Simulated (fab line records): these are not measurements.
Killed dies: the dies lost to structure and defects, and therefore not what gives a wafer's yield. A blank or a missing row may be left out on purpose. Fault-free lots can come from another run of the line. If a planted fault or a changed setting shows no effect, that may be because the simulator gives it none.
8D (eight disciplines) problem report, filled in by code || flow n5 finfet || the parts of the form that need people (team, actions taken, sign-off) are left out

## 1. PROBLEM STATEMENT
killed_at_M4_up at N5_PASSIVATION_PROBE_49 reads a mean of 78 on 2 wafers of 2 lots; wafers without a fault read 13 with a standard deviation of 4.6. Measured from the usual mean, that is +14 standard deviations.
Earliest sighting: wafer L674.3 on prober-01 at day 13 17:54. The record has a number at this step for 8 wafers belonging to 4 lots. Rule for "out" (also "out of limits"): further than 4 standard deviations from the usual mean. The other wafers with a number count as sound.

## 2. WHAT IT IS, WHAT IT ISN'T
{"question": "which readings at this step", "is": "killed_at_M4_up", "is not": "killed_at_M0_to_M3, killed at contacts, killed at front end, killed at other, killed open, killed short"}
{"question": "which lots", "is": "L674, L678", "is not": "L670, L682"}
{"question": "which wafers of those lots", "is": "all that have a number", "is not": "-"}
{"question": "read on which tools", "is": "prober-01", "is not": "prober-02"}
{"question": "when", "is": "from day 13 17:54", "is not": "up to then (3 sound wafers); but 3 sound wafers of L682 came after"}

## 3. THE SUSPECTS, EACH WITH WHAT RULES IT OUT
Counting: any tool at a process step up to the reading is kept as a suspect provided that every lot that is out went through it and no sound lot did after the first of them.
- pecvd-01 at N5_BEOL_M11_ILD_DEP_00 (deposits SiCOH lowk from DEMS/porogen, target thk 308.51 nm, time 58 s): kept. It ran every lot that is out, first L674 (day 12 00:54), and no sound lot after that.
- rie diel-04 at N5_BEOL_M15_ETCH_38 (etches SiCN in CF4/N2, target depth 106.4 nm, time 120.5 s): kept. Every lot that is out went through it, starting with L674 (day 13 05:59), and after that it ran no sound lot; the last sound lot it ran before then is L670 (day 12 04:52). With no start given for some of its lots, N5_BEOL_M15_ETCH_38 uses the hours and lot order of N5_MIM_TOP_ALD_00.
- prober-01 at N5_PASSIVATION_PROBE_49: kept. It ran every lot that is out, first L674 (day 13 17:54), and no sound lot after that. Its own killed_at_M4_up readings are out on those wafers.
Left after counting: pecvd-01 at N5_BEOL_M11_ILD_DEP_00, rie diel-04 at N5_BEOL_M15_ETCH_38, prober-01 at N5_PASSIVATION_PROBE_49.

## 4. THE CAUSE (what the simulator had put in)
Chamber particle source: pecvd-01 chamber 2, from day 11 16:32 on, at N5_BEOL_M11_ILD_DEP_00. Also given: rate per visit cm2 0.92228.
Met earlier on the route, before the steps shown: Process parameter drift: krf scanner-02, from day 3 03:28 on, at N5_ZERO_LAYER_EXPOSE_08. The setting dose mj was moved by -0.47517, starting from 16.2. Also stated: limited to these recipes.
This tool is one of the 3 suspects left after counting.

## 5. THE EFFECT CHAIN, in route order
Each row: a reading where the mean over the struck wafers with a number is more than 3 standard deviations away from the usual. Only readings for which the record gives a usual standard deviation are gone through. hours: the time from each lot's start at the first step in this table that gives one to its start at this step, as a median over the lots. sigmas: the change in usual standard deviations.
{"hours": 0, "step": "N5_PASSIVATION_PROBE_49", "reading": "killed_at_M4_up", "usual": 13, "on struck wafers": 78, "change": "+66", "sigmas": "+14"}
{"hours": 0, "step": "N5_PASSIVATION_PROBE_49", "reading": "killed dies", "usual": 102, "on struck wafers": 170, "change": "+68", "sigmas": "+4.3"}
{"hours": 0, "step": "N5_PASSIVATION_PROBE_49", "reading": "killed on rim", "usual": 13, "on struck wafers": 26, "change": "+14", "sigmas": "+3.2"}
It contains these process steps:
- N5_PASSIVATION_PROBE_49

## 6. WHAT WOULD HAVE CAUGHT IT SOONER
The fault began at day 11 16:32; the first out-of-limits reading in this record came at day 13 17:54, 49 hours later.
Of the tool readings at N5_BEOL_M11_ILD_DEP_00 for which the record gives a usual standard deviation, none was out on any struck wafer, so an alarm limit of 4 standard deviations on them would not have fired.
The start of N5_BEOL_M11_ILD_DEP_00 on pecvd-01 came by day 13 17:54 for every one of the lots that are out (2). Holding the tool at that point would not have protected any of them.
